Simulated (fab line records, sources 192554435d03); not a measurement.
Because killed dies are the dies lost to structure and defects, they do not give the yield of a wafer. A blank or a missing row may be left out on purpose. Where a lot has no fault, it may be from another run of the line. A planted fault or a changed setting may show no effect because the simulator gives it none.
Matching of chambers | flow n5 finfet | N5_BEOL_M5_DEP_56 on pecvd-04 has 3 sister chambers
The step deposits SiCN from 3MS/NH3, target thk 8 nm, time 14 s. 3 wafers are shown with their chamber, then 8 later ones without.

## WAFERS WITH THEIR CHAMBER
wafer  | chamber | throttle valve pct (%)
L664.4 | 2       | 8.3
L664.5 | 1       | 8.9
L666.1 | 0       | 9.0

## WAFERS WHOSE CHAMBER IS MISSING
wafer  | throttle valve pct (%)
L666.2 | 8.8
L666.5 | 8.4
L667.3 | 8.8
L667.4 | 8.8
L667.6 | 8.3
L677.1 | 8.3
L677.2 | 8.8
L677.6 | 8.5

## THE CHAMBER EACH PASSED THROUGH
wafer  | from the rows above     | in truth
L666.2 | can't be placed: 1 or 0 | 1
L666.5 | 2                       | 2
L667.3 | can't be placed: 1 or 0 | 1
L667.4 | can't be placed: 1 or 0 | 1
L667.6 | 2                       | 2
L677.1 | 2                       | 2
L677.2 | can't be placed: 1 or 0 | 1
L677.6 | can't be placed: 2 or 1 | 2
Correctly placed: 3 of 8. Unplaceable from these rows: 5, with the true chamber sitting among the candidates in 5. 0 placed wrongly.
How it was worked out, from the rows above alone: a wafer's distance from a chamber is the root of the sum, over the readings, of the square of ((its reading less the chamber's mean) divided by the reading's scatter). If the next closest chamber is less than 2 further off than the closest, the wafer can't be placed; otherwise it belongs to the closest. The mean given for a chamber averages the wafers shown for that chamber. The scatter (one wafer shown for each chamber): square how far every hidden wafer sits from the nearest shown wafer, average those squares and take the square root.
